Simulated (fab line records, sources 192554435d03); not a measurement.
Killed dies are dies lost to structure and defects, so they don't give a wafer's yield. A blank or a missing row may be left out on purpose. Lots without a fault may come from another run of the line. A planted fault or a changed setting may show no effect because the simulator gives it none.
Chamber matching | flow n5_finfet | N5_BEOL_M4_ILD_DEP_00 on pecvd-02: 3 sister chambers
The step deposits SiOC from DEMS/O2, target thk 79 nm, time 15.3 s. 3 wafers are shown with their chamber, then 6 later ones without.

WAFERS WITH THEIR CHAMBER
wafer  | chamber | throttle_valve_pct (%)
L456.5 | 2       | 11.4
L457.2 | 0       | 12.5
L457.3 | 1       | 12.7

WAFERS WITHOUT THEIR CHAMBER
wafer  | throttle_valve_pct (%)
L457.4 | 12.4
L460.1 | 12.7
L460.4 | 12.7
L460.6 | 12.4
L463.5 | 12.4
L463.6 | 11.7

WHICH CHAMBER EACH WENT THROUGH
wafer  | from the rows above     | in truth
L457.4 | can't be placed: 0 or 1 | 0
L460.1 | can't be placed: 1 or 0 | 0
L460.4 | can't be placed: 1 or 0 | 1
L460.6 | can't be placed: 0 or 1 | 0
L463.5 | can't be placed: 0 or 1 | 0
L463.6 | 2                       | 2
Placed correctly: 1 of 6. Can't be placed from these rows: 5 (the true chamber is among the candidates in 5). Placed wrongly: 0.
How it was worked out, from the rows above alone: a wafer's distance from a chamber is the root of the sum, over the readings, of the square of ((its reading less the chamber's mean) divided by the reading's scatter). The wafer belongs to the nearest chamber; if the next one is less than 2 further off, it can't be placed. A chamber's mean is the mean of its shown wafers. The scatter: with one shown wafer a chamber, the root of the mean of the squares of how far each hidden wafer lies from its nearest shown one.
